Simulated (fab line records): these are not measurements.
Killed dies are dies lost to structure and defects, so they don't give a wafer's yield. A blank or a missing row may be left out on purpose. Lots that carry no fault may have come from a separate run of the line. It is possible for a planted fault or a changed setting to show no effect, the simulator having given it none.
Which of the tools did it? :: flow nand_harc :: 7 lots, 21 wafers sampled, at 4 steps of a route of 1159

WHAT THE GAUGES READ, wafer by wafer
NHARC_A_M1_THK_MEAS_24: measures by xrf.
lot: L940
measured: day 18 11:25
on: film_metro-01
thk_nm (nm): 154.5 156.6 154.9

lot: L935
measured: day 18 21:54
on: film_metro-01
thk_nm (nm): 156.5 156.7 154.2

lot: L944
measured: day 19 14:51
on: film_metro-01
thk_nm (nm): 152.6 152.1 153.9

lot: L942
measured: day 20 01:56
on: film_metro-02
thk_nm (nm): 31.6 31.6 30.0

lot: L948
measured: day 21 07:24
on: film_metro-01
thk_nm (nm): 153.7 152.5 154.3

lot: L954
measured: day 22 14:08
on: film_metro-02
thk_nm (nm): 154.5 154.7 155.5

lot: L956
measured: day 23 05:52
on: film_metro-02
thk_nm (nm): 154.4 152.2 154.6

EACH LOT AND THE TOOL THAT RAN IT (in order: tool; ch and the chambers of the sampled wafers; start)
lot: L940
NHARC_A_M1_STRIP_18: rie_diel-12 ch 0,1,3, day 18 09:19
NHARC_A_M1_ECD_22: ecd_cu-01 ch 0,1, day 18 10:20
NHARC_A_M1_CMP_23: cmp-02 ch 0,1,3, day 18 11:07

lot: L935
NHARC_A_M1_STRIP_18: rie_diel-12 ch 0,2, day 18 19:46
NHARC_A_M1_ECD_22: ecd_cu-01 ch 0,1, day 18 20:47
NHARC_A_M1_CMP_23: cmp-04 ch 0,1,3, day 18 21:37

lot: L944
NHARC_A_M1_STRIP_18: rie_diel-10 ch 1,3, day 19 12:46
NHARC_A_M1_ECD_22: ecd_cu-02 ch 0,1, day 19 13:46
NHARC_A_M1_CMP_23: cmp-04 ch 0,2, day 19 14:34

lot: L942
NHARC_A_M1_STRIP_18: rie_diel-10 ch 1,3, day 19 23:55
NHARC_A_M1_ECD_22: ecd_cu-01 ch 0,1, day 20 00:54
NHARC_A_M1_CMP_23: cmp-02 ch 0,2,3, day 20 01:39

lot: L948
NHARC_A_M1_STRIP_18: rie_diel-12 ch 0,1, day 21 05:22
NHARC_A_M1_ECD_22: ecd_cu-02 ch 0,1, day 21 06:25
NHARC_A_M1_CMP_23: cmp-03 ch 1,3, day 21 07:05

lot: L954
NHARC_A_M1_STRIP_18: rie_diel-10 ch 0,1,3, day 22 12:08
NHARC_A_M1_ECD_22: ecd_cu-02 ch 0,1, day 22 13:12
NHARC_A_M1_CMP_23: cmp-03 ch 1,3, day 22 13:51

lot: L956
NHARC_A_M1_STRIP_18: rie_diel-08 ch 0,1,3, day 23 03:44
NHARC_A_M1_ECD_22: ecd_cu-01 ch 1, day 23 04:49
NHARC_A_M1_CMP_23: cmp-02 ch 0,2, day 23 05:33
- NHARC_A_M1_STRIP_18: strips in N2/H2.
- NHARC_A_M1_ECD_22: material Cu, target thk 400 nm.
- NHARC_A_M1_CMP_23: polishes, t overpolish 20 s, target thk 154.34 nm.

THE ANSWER, worked out from the rows above alone
Rule: the usual values come from the lots themselves. The widest of any qualifying gaps counts: lots, ordered by their means at a reading, are off when they make up no more than a third of the lots, leave a main group of 4 or more, and stand apart from it by 3 or more times the standard deviation of that group's means. A main group whose means are all the same, to the digits that the tables above print for the reading, isn't used. Also off: a lot with no number at a reading for which 4 or more lots have one. All remaining lots with rows at the step are treated as sound.
Off: L942 (NHARC_A_M1_THK_MEAS_24, thk_nm). Mean 154.4 nm and standard deviation 1.1 in the main group.
A tool fits if, at a process step before that reading, it ran every lot that is off, and no sound lot after the first of them. The gauges at NHARC_A_M1_THK_MEAS_24 are tried like those tools. No candidate that was tried fits.

WHAT HAD BEEN PUT IN BY THE SIMULATOR
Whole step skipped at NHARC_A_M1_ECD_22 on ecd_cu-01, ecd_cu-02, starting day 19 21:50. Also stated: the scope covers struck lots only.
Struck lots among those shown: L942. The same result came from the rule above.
